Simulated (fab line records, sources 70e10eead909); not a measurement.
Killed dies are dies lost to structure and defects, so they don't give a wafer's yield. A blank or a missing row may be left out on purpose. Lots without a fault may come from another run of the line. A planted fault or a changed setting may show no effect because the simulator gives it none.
Chamber matching | flow nand_harc | NHARC_P_CONTACT_ETCH_18 on rie_diel-04: 4 sister chambers
The step etches the open film in C4F8/O2/Ar, target depth 481 nm, time 240.5 s. 4 wafers are shown with their chamber, then 8 later ones without.

WAFERS WITH THEIR CHAMBER
wafer  | chamber | rf_vpp_V (V)
L738.2 | 2       | 976
L741.4 | 0       | 972
L742.1 | 1       | 974
L743.1 | 3       | 988

WAFERS WITHOUT THEIR CHAMBER
wafer  | rf_vpp_V (V)
L743.2 | 972
L743.3 | 977
L745.1 | 987
L745.2 | 976
L745.4 | 972
L747.3 | 988
L747.4 | 973
L747.6 | 987

WHICH CHAMBER EACH WENT THROUGH
wafer  | from the rows above     | in truth
L743.2 | 0                       | 0
L743.3 | 2                       | 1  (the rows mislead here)
L745.1 | 3                       | 3
L745.2 | 2                       | 2
L745.4 | 0                       | 0
L747.3 | 3                       | 3
L747.4 | can't be placed: 0 or 1 | 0
L747.6 | 3                       | 3
Placed correctly: 6 of 8. Can't be placed from these rows: 1 (the true chamber is among the candidates in 1). Placed wrongly: 1.
How it was worked out, from the rows above alone: a wafer's distance from a chamber is the root of the sum, over the readings, of the square of ((its reading less the chamber's mean) divided by the reading's scatter). The wafer belongs to the nearest chamber; if the next one is less than 2 further off, it can't be placed. A chamber's mean is the mean of its shown wafers. The scatter: with one shown wafer a chamber, the root of the mean of the squares of how far each hidden wafer lies from its nearest shown one.
